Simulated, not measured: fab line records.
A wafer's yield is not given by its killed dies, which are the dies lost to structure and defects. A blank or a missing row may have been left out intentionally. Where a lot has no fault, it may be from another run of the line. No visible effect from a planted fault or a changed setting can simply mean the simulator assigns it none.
Split-lot experiment / flow n5Finfet / 21 wafers read across 7 lots, on a route 1938 steps long

ON THE SPLIT
At N5_BEOL_M2_TRENCH_ETCH_37 (etches SiOC in C4F6/O2, target depth 55.555 nm, time 29.2 s), the setting timeS was moved away from the recipe's 29.2 s on 10 of the 21 wafers read, by -13.3% to +17.4%. All remaining wafers had this setting at the recipe value.

FROM THE SPLIT TO THE READING: what the file shows between them, 8 steps
- N5_BEOL_M2_ETCH_41: etches SiCN in CH3F/O2, target depth 29.9 nm, time 52.5 s
- N5_BEOL_M2_STRIP_97: strips in N2/H2, time 10 s
- N5_BEOL_M2_OCD_MEAS_38
- N5_BEOL_M2_HM_STRIP_39: strips TiN in peroxide tin strip, target depth 25 nm, time 158 s
- N5_BEOL_M2_SRD_40: time 30 s
- N5_BEOL_M2_ECD_50: material Cu, target thk 300 nm
- N5_BEOL_M2_ANNEAL_51: time 90 s
- N5_BEOL_M2_CMP_52: polishes, stops on SiOC, t overpolish 6.8 s, target thk 40 nm

THE READING
M2_THK, in nm, at N5_BEOL_M2_THK_MEAS_53 (measures by xrf). Fault-free wafers of this fab line usually give 39.6 nm, standard deviation 1.4 nm.

wafer=L079.1; tool, chamber at the split=rieDiel-04, 0; timeS as run, s=29.2; against the recipe=recipe; M2_THK, nm=38.4; against lot-mates on the recipe=-
wafer=L079.5; tool, chamber at the split=rieDiel-04, 1; timeS as run, s=25.33; against the recipe=-13.3%; M2_THK, nm=32.7; against lot-mates on the recipe=-5.7
wafer=L079.6; tool, chamber at the split=rieDiel-04, 2; timeS as run, s=25.33; against the recipe=-13.3%; M2_THK, nm=32.9; against lot-mates on the recipe=-5.5
wafer=L081.1; tool, chamber at the split=rieDiel-04, 0; timeS as run, s=29.2; against the recipe=recipe; M2_THK, nm=39.1; against lot-mates on the recipe=-
wafer=L081.2; tool, chamber at the split=rieDiel-04, 2; timeS as run, s=31.02; against the recipe=+6.2%; M2_THK, nm=42.9; against lot-mates on the recipe=+3.6
wafer=L081.5; tool, chamber at the split=rieDiel-04, 1; timeS as run, s=29.2; against the recipe=recipe; M2_THK, nm=39.5; against lot-mates on the recipe=-
wafer=L084.1; tool, chamber at the split=rieDiel-01, 0; timeS as run, s=34.27; against the recipe=+17.4%; M2_THK, nm=46.2; against lot-mates on the recipe=+8.1
wafer=L084.2; tool, chamber at the split=rieDiel-01, 2; timeS as run, s=29.2; against the recipe=recipe; M2_THK, nm=36.4; against lot-mates on the recipe=-
wafer=L084.4; tool, chamber at the split=rieDiel-01, 1; timeS as run, s=29.2; against the recipe=recipe; M2_THK, nm=39.9; against lot-mates on the recipe=-
wafer=L087.2; tool, chamber at the split=rieDiel-01, 3; timeS as run, s=26.51; against the recipe=-9.2%; M2_THK, nm=36.2; against lot-mates on the recipe=no lot-mate on the recipe
wafer=L087.3; tool, chamber at the split=rieDiel-01, 0; timeS as run, s=26.51; against the recipe=-9.2%; M2_THK, nm=34.8; against lot-mates on the recipe=no lot-mate on the recipe
wafer=L087.4; tool, chamber at the split=rieDiel-01, 0; timeS as run, s=26.51; against the recipe=-9.2%; M2_THK, nm=34.0; against lot-mates on the recipe=no lot-mate on the recipe
wafer=L091.2; tool, chamber at the split=rieDiel-01, 0; timeS as run, s=25.86; against the recipe=-11.4%; M2_THK, nm=31.5; against lot-mates on the recipe=no lot-mate on the recipe
wafer=L091.3; tool, chamber at the split=rieDiel-01, 3; timeS as run, s=25.86; against the recipe=-11.4%; M2_THK, nm=35.3; against lot-mates on the recipe=no lot-mate on the recipe
wafer=L091.5; tool, chamber at the split=rieDiel-01, 1; timeS as run, s=25.86; against the recipe=-11.4%; M2_THK, nm=33.6; against lot-mates on the recipe=no lot-mate on the recipe
wafer=L093.2; tool, chamber at the split=rieDiel-01, 2; timeS as run, s=29.2; against the recipe=recipe; M2_THK, nm=39.5; against lot-mates on the recipe=-
wafer=L093.4; tool, chamber at the split=rieDiel-01, 0; timeS as run, s=29.2; against the recipe=recipe; M2_THK, nm=39.8; against lot-mates on the recipe=-
wafer=L093.6; tool, chamber at the split=rieDiel-01, 0; timeS as run, s=29.2; against the recipe=recipe; M2_THK, nm=39.2; against lot-mates on the recipe=-
wafer=L096.1; tool, chamber at the split=rieDiel-04, 0; timeS as run, s=29.2; against the recipe=recipe; M2_THK, nm=38.8; against lot-mates on the recipe=-
wafer=L096.2; tool, chamber at the split=rieDiel-04, 1; timeS as run, s=29.2; against the recipe=recipe; M2_THK, nm=40.0; against lot-mates on the recipe=-
wafer=L096.5; tool, chamber at the split=rieDiel-04, 1; timeS as run, s=29.2; against the recipe=recipe; M2_THK, nm=40.9; against lot-mates on the recipe=-

THE FIT
A straight line over all 21 wafers: M2_THK changes by +0.465 nm for each +1% of timeS; r = +0.95; the points scatter about the line by 1.2 nm.
The same after taking each lot's own level away (the mean of its wafers on the recipe; 15 wafers): +0.45 nm for each +1%; r = +0.97; scatter 0.85 nm.
According to that fit, moving timeS by its largest amount changes the reading by 7.8 nm.
The span of the lots' own levels, 38.15 to 39.90 nm, comes to 1.2 times the standard deviation stated above.
The two slopes are in agreement: the lot-to-lot level therefore moves the slope only a little.
Check: +7.79 nm against its lot-mates is what the line predicts for one of the wafers moved furthest among these (+17.4%) when that wafer is left out of the fit. Against them it came out at +8.05 nm.

THE WHOLE CHAIN: every reading that the file lists as answering this split, in the file's order
step=N5_BEOL_M2_TRENCH_ETCH_37; what it does=etches SiOC in C4F6/O2, target depth 55.555 nm, time 29.2 s; reading=etch.depthNm (the simulator's own value, which no gauge read); change (the file's fit)=+0.465 nm for each +1% of the setting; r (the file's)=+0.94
step=N5_BEOL_M2_TRENCH_ETCH_37; what it does=etches SiOC in C4F6/O2, target depth 55.555 nm, time 29.2 s; reading=BEOL_M2.featureDepthNm (the simulator's own value, which no gauge read); change (the file's fit)=+0.463 nm for each +1% of the setting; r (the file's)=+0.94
step=N5_BEOL_M2_OCD_MEAS_38; what it does=; reading=trenchDepthNm; change (the file's fit)=+0.472 nm for each +1% of the setting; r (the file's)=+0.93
step=N5_BEOL_M2_CMP_52; what it does=polishes, stops on SiOC, t overpolish 6.8 s, target thk 40 nm; reading=Cu_of_BEOL_M2_ECD_50.thkNm (the simulator's own value, which no gauge read); change (the file's fit)=+0.462 nm for each +1% of the setting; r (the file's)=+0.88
step=N5_BEOL_M2_THK_MEAS_53; what it does=measures by xrf; reading=M2_THK; change (the file's fit)=+0.457 for each +1% of the setting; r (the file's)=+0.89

FILE'S OWN FIT
M2_THK changes by +0.457 nm for each +1% of timeS, r = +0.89.
